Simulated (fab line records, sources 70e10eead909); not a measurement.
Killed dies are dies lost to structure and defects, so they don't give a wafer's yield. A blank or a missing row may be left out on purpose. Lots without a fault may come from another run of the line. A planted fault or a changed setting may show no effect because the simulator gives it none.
Which tool did it? | flow nand_harc | 11 lots, 33 wafers sampled, at 5 steps of a route of 1302

WHAT THE GAUGES READ, wafer by wafer
NHARC_END_WLT_00. Usual: VT_DECK1_BOTTOM 0.870, standard deviation 0.0082; VT_DECK1_BOTTOM_INNER 0.870, standard deviation 0.0077; VT_DECK1_MEDIAN_NEAR_BOTTOM 0.872, standard deviation 0.0079; VT_DECK1_MEDIAN_NEAR_BOTTOM_INNER 0.871, standard deviation 0.0084; VT_DECK1_MIDDLE 0.885, standard deviation 0.0088; VT_DECK1_MIDDLE_INNER 0.884, standard deviation 0.0077; VT_DECK1_TOP 0.897, standard deviation 0.009; VT_DECK1_TOP_INNER 0.896, standard deviation 0.0089; VT_DECK2_BOTTOM 0.874, standard deviation 0.0085; VT_DECK2_BOTTOM_INNER 0.874, standard deviation 0.0082; VT_DECK2_MEDIAN_NEAR_BOTTOM 0.875, standard deviation 0.0085; VT_DECK2_MEDIAN_NEAR_BOTTOM_INNER 0.875, standard deviation 0.009; VT_DECK2_MIDDLE 0.887, standard deviation 0.008; VT_DECK2_MIDDLE_INNER 0.887, standard deviation 0.0088; VT_DECK2_TOP 0.897, standard deviation 0.0077; VT_DECK2_TOP_INNER 0.897, standard deviation 0.008.
lot  | measured     | on        | VT_DECK1_BOTTOM   | VT_DECK1_BOTTOM_INNER | VT_DECK1_MEDIAN_NEAR_BOTTOM | VT_DECK1_MEDIAN_NEAR_BOTTOM_INNER | VT_DECK1_MIDDLE   | VT_DECK1_MIDDLE_INNER | VT_DECK1_TOP      | VT_DECK1_TOP_INNER | VT_DECK2_BOTTOM   | VT_DECK2_BOTTOM_INNER | VT_DECK2_MEDIAN_NEAR_BOTTOM | VT_DECK2_MEDIAN_NEAR_BOTTOM_INNER | VT_DECK2_MIDDLE   | VT_DECK2_MIDDLE_INNER | VT_DECK2_TOP      | VT_DECK2_TOP_INNER | flag
L996 | day 24 15:10 | prober-02 | 0.872 0.868 0.861 | 0.869 0.870 0.858     | 0.877 0.865 0.863           | 0.874 0.864 0.860                 | 0.878 0.874 0.882 | 0.877 0.887 0.876     | 0.902 0.897 0.895 | 0.900 0.890 0.896  | 0.877 0.868 0.863 | 0.864 0.872 0.867     | 0.872 0.868 0.869           | 0.878 0.866 0.866                 | 0.889 0.886 0.879 | 0.897 0.883 0.883     | 0.889 0.900 0.896 | 0.893 0.897 0.889  |
L997 | day 24 15:40 | prober-01 | 0.862 0.864 0.865 | 0.864 0.857 0.859     | 0.859 0.851 0.864           | 0.856 0.849 0.861                 | 0.875 0.867 0.875 | 0.876 0.875 0.872     | 0.879 0.882 0.880 | 0.882 0.880 0.882  | 0.877 0.878 0.869 | 0.876 0.874 0.872     | 0.871 0.886 0.875           | 0.876 0.884 0.866                 | 0.889 0.892 0.889 | 0.886 0.890 0.883     | 0.903 0.893 0.898 | 0.902 0.901 0.893  |
L998 | day 25 15:13 | prober-01 | 0.867 0.874 0.861 | 0.869 0.871 0.860     | 0.867 0.873 0.871           | 0.879 0.876 0.861                 | 0.879 0.885 0.878 | 0.891 0.881 0.864     | 0.887 0.887 0.888 | 0.892 0.884 0.884  | 0.854 0.865 0.851 | 0.862 0.863 0.858     | 0.858 0.864 0.863           | 0.859 0.858 0.858                 | 0.873 0.881 0.871 | 0.879 0.873 0.874     | 0.888 0.889 0.885 | 0.886 0.889 0.879  |
L999 | day 25 06:55 | prober-02 | 0.848 0.861 0.852 | 0.859 0.864 0.862     | 0.861 0.860 0.867           | 0.856 0.867 0.870                 | 0.872 0.865 0.879 | 0.875 0.864 0.883     | 0.887 0.877 0.880 | 0.884 0.875 0.878  | 0.879 0.889 0.880 | 0.888 0.889 0.883     | 0.880 0.888 0.878           | 0.888 0.882 0.881                 | 0.897 0.898 0.894 | 0.900 0.899 0.894     | 0.909 0.911 0.906 | 0.905 0.902 0.913  |
L100 | day 25 06:25 | prober-01 | 0.877 0.878 0.881 | 0.874 0.876 0.878     | 0.871 0.887 0.881           | 0.876 0.874 0.881                 | 0.884 0.887 0.884 | 0.888 0.897 0.901     | 0.903 0.904 0.906 | 0.906 0.899 0.907  | 0.879 0.882 0.885 | 0.881 0.888 0.873     | 0.887 0.877 0.881           | 0.880 0.889 0.885                 | 0.893 0.887 0.897 | 0.894 0.888 0.893     | 0.911 0.897 0.901 | 0.900 0.900 0.903  |
L101 | day 26 02:49 | prober-02 | 0.862 0.864 0.857 | 0.862 0.856 0.855     | 0.857 0.859 0.864           | 0.871 0.865 0.862                 | 0.876 0.883 0.866 | 0.872 0.869 0.875     | 0.886 0.888 0.882 | 0.889 0.884 0.886  | 0.869 0.869 0.873 | 0.867 0.872 0.863     | 0.872 0.877 0.874           | 0.869 0.870 0.872                 | 0.880 0.887 0.886 | 0.878 0.889 0.888     | 0.903 0.899 0.895 | 0.899 0.901 0.891  |
L102 | day 26 03:19 | prober-01 | 0.861 0.866 0.859 | 0.863 0.873 0.861     | 0.865 0.870 0.861           | 0.867 0.863 0.866                 | 0.881 0.881 0.883 | 0.880 0.879 0.880     | 0.895 0.890 0.890 | 0.893 0.887 0.891  | 0.874 0.868 0.871 | 0.876 0.873 0.875     | 0.864 0.873 0.874           | 0.879 0.871 0.877                 | 0.888 0.879 0.888 | 0.885 0.878 0.880     | 0.896 0.892 0.890 | 0.887 0.892 0.893  |
L103 | day 27 10:14 | prober-02 | 0.883 0.883 0.880 | 0.875 0.885 0.871     | 0.885 0.889 0.877           | 0.892 0.887 0.889                 | 0.902 0.906 0.894 | 0.890 0.901 0.889     | 0.912 0.907 0.901 | 0.912 0.903 0.904  | 0.871 0.867 0.871 | 0.873 0.870 0.874     | 0.874 0.880 0.877           | 0.868 0.872 0.869                 | 0.890 0.882 0.885 | 0.871 0.884 0.877     | 0.891 0.898 0.896 | 0.894 0.891 0.888  |
L110 | day 30 09:58 | prober-02 | 0.877 0.872 0.876 | 0.871 0.866 0.874     | 0.885 0.875 0.871           | 0.872 0.871 0.872                 | 0.878 0.887 0.890 | 0.891 0.886 0.886     | 0.894 0.895 0.900 | 0.893 0.899 0.896  | 0.939 0.925 0.945 | 0.936 0.931 0.950     | 0.945 0.924 0.934           | 0.939 0.926 0.946                 | 0.953 0.956 0.955 | 0.954 0.949 0.962     | 0.972 0.970 0.964 | 0.964 0.968 0.969  | OFF
L117 | day 33 12:07 | prober-01 | 0.869 0.861 0.868 | 0.874 0.861 0.867     | 0.881 0.867 0.873           | 0.878 0.862 0.860                 | 0.888 0.887 0.885 | 0.893 0.881 0.878     | 0.904 0.898 0.899 | 0.893 0.895 0.901  | 0.879 0.887 0.875 | 0.875 0.879 0.879     | 0.877 0.879 0.881           | 0.881 0.883 0.872                 | 0.889 0.896 0.895 | 0.893 0.891 0.892     | 0.904 0.902 0.899 | 0.904 0.899 0.903  |
L118 | day 34 19:28 | prober-01 | 0.865 0.873 0.888 | 0.881 0.884 0.881     | 0.874 0.879 0.885           | 0.885 0.883 0.891                 | 0.891 0.902 0.902 | 0.891 0.895 0.901     | 0.912 0.907 0.914 | 0.911 0.911 0.907  | 0.874 0.887 0.877 | 0.878 0.882 0.884     | 0.886 0.880 0.884           | 0.882 0.882 0.885                 | 0.893 0.890 0.888 | 0.896 0.890 0.893     | 0.900 0.904 0.901 | 0.905 0.904 0.907  |

WHICH TOOL RAN EACH LOT (tool, then ch and the chambers of the sampled wafers, then the start)
lot  | NHARC_A_CHANNEL_FILL_D2_CVD_18   | NHARC_THIN_TSV_CMP_01         | NHARC_THIN_TSV_DEP_47           | NHARC_THIN_TSV_PVD_51
L996 | lpcvd_poly-04 ch 0, day 14 09:26 | cmp-02 ch 1,2, day 23 23:26   | pecvd-01 ch 0,2, day 24 02:38   | pvd_sputter-03, day 24 15:10 or earlier
L997 | lpcvd_poly-04 ch 0, day 14 09:26 | cmp-03 ch 0,1,3, day 24 00:38 | pecvd-01 ch 0,1,2, day 24 03:52 | pvd_sputter-03, day 24 15:40 or earlier
L998 | lpcvd_poly-01 ch 0, day 15 14:26 | cmp-04 ch 0,1,3, day 24 22:51 | pecvd-03 ch 0,1, day 25 02:06   | pvd_sputter-01, day 25 15:13 or earlier
L999 | lpcvd_poly-01 ch 0, day 15 20:53 | cmp-02 ch 0,1,3, day 24 16:47 | pecvd-03 ch 0,1, day 24 19:56   | pvd_sputter-03, day 25 06:55 or earlier
L100 | lpcvd_poly-03 ch 0, day 16 01:31 | cmp-04 ch 0,3, day 24 17:59   | pecvd-04 ch 0,2, day 24 21:16   | pvd_sputter-02, day 25 06:25 or earlier
L101 | lpcvd_poly-03 ch 0, day 16 10:15 | cmp-04 ch 0,2,3, day 25 11:58 | pecvd-01 ch 0,1, day 25 15:05   | pvd_sputter-03, day 26 02:49 or earlier
L102 | lpcvd_poly-03 ch 0, day 16 10:15 | cmp-04 ch 0,1,2, day 25 10:48 | pecvd-01 ch 0,1,2, day 25 13:53 | pvd_sputter-03, day 26 03:19 or earlier
L103 | lpcvd_poly-04 ch 0, day 17 07:24 | cmp-03 ch 0,3, day 26 18:46   | pecvd-04 ch 0,1, day 26 21:59   | pvd_sputter-02, day 27 10:14 or earlier
L110 | lpcvd_poly-03 ch 0, day 20 16:59 | cmp-03 ch 0,1, day 29 19:26   | pecvd-04 ch 0,2, day 29 22:26   | pvd_sputter-01, day 30 09:58 or earlier
L117 | lpcvd_poly-01 ch 0, day 23 13:16 | cmp-04 ch 0,1,2, day 32 22:02 | pecvd-04 ch 0,2, day 33 01:24   | pvd_sputter-02, day 33 12:07 or earlier
L118 | lpcvd_poly-01 ch 0, day 24 03:56 | cmp-02 ch 0,2,3, day 34 05:14 | pecvd-03 ch 1,2, day 34 08:31   | pvd_sputter-01, day 34 19:28 or earlier
- NHARC_A_CHANNEL_FILL_D2_CVD_18: deposits poly-Si, target thk 3 nm.
- NHARC_THIN_TSV_CMP_01: polishes.
- NHARC_THIN_TSV_DEP_47: deposits SiO2, target thk 200 nm.
- NHARC_THIN_TSV_PVD_51: deposits Cu, target thk 100 nm.

WHAT THE TOOLS THEMSELVES READ (means of the sampled wafers that have a number; where no wafer has one, the mark that the record gives instead)
NHARC_THIN_TSV_CMP_01. Usual: edge_zone_pressure_frac 1.000, standard deviation 0.0053; motor_current_A 11.6 A, standard deviation 0.96; slurry_filter_dp_kPa 13.50 kPa, standard deviation 0.14.
lot  | tool   | edge_zone_pressure_frac | motor_current_A (A) | slurry_filter_dp_kPa (kPa) | flag
L996 | cmp-02 | 0.997                   | 11.5                | 13.44                      |
L997 | cmp-03 | 1.000                   | 10.7                | 13.48                      |
L998 | cmp-04 | 1.001                   | 11.9                | 13.51                      |
L999 | cmp-02 | 0.999                   | 11.4                | 13.49                      |
L100 | cmp-04 | 0.997                   | 12.5                | 13.39                      |
L101 | cmp-04 | 1.000                   | 12.4                | 13.43                      |
L102 | cmp-04 | 0.999                   | 12.3                | 13.54                      |
L103 | cmp-03 | 0.997                   | 10.0                | 13.41                      |
L110 | cmp-03 | 1.007                   | 10.5                | 13.53                      |
L117 | cmp-04 | 0.992                   | 12.1                | 13.59                      |
L118 | cmp-02 | 1.001                   | 11.2                | 13.39                      |

NHARC_THIN_TSV_DEP_47. Usual: throttle_valve_pct 15.9 %, standard deviation 0.43.
lot  | tool     | throttle_valve_pct (%) | flag
L996 | pecvd-01 | 15.7                   |
L997 | pecvd-01 | 15.8                   |
L998 | pecvd-03 | 16.4                   |
L999 | pecvd-03 | 16.3                   |
L100 | pecvd-04 | 15.7                   |
L101 | pecvd-01 | 16.0                   |
L102 | pecvd-01 | 15.7                   |
L103 | pecvd-04 | 15.9                   |
L110 | pecvd-04 | 15.8                   |
L117 | pecvd-04 | 16.1                   |
L118 | pecvd-03 | 16.3                   |

NHARC_THIN_TSV_PVD_51. Usual: throttle_valve_pct 29.8 %, standard deviation 0.98.
lot  | tool           | throttle_valve_pct (%) | flag
L996 | pvd_sputter-03 | 29.8                   |
L997 | pvd_sputter-03 | 30.2                   |
L998 | pvd_sputter-01 | 29.2                   |
L999 | pvd_sputter-03 | 30.3                   |
L100 | pvd_sputter-02 | 30.7                   |
L101 | pvd_sputter-03 | 29.7                   |
L102 | pvd_sputter-03 | 29.9                   |
L103 | pvd_sputter-02 | 30.8                   |
L110 | pvd_sputter-01 | 28.8                   |
L117 | pvd_sputter-02 | 30.7                   |
L118 | pvd_sputter-01 | 29.1                   |

THE ANSWER, worked out from the rows above alone
Rule: a lot is off if the mean of its wafers that have a number lies more than 3 standard deviations from the usual mean. A lot without any number at a reading at which 4 lots or more have one is off too. The other lots that the step has rows for count as sound. The gauges are gone through in route order, then the tools' own readings, and for those a lot's mean is taken as printed above. The first step at which some lot is off is used, and at that step the reading that is off furthest; a lot without a number counts as furthest.
Off: L110, at NHARC_END_WLT_00 (VT_DECK2_TOP).
A tool fits if, at a process step before that reading, it ran every lot that is off, and no sound lot after the first of them. The gauges at NHARC_END_WLT_00 are tried like those tools. NHARC_THIN_TSV_PVD_51 gives no start for some lots, so the hours and the order of its lots are those of NHARC_END_WLT_00. Can't be told from this: 3 tools fit, lpcvd_poly-03 at NHARC_A_CHANNEL_FILL_D2_CVD_18, cmp-03 at NHARC_THIN_TSV_CMP_01, prober-02 at NHARC_END_WLT_00.

WHAT THE SIMULATOR HAD PUT IN
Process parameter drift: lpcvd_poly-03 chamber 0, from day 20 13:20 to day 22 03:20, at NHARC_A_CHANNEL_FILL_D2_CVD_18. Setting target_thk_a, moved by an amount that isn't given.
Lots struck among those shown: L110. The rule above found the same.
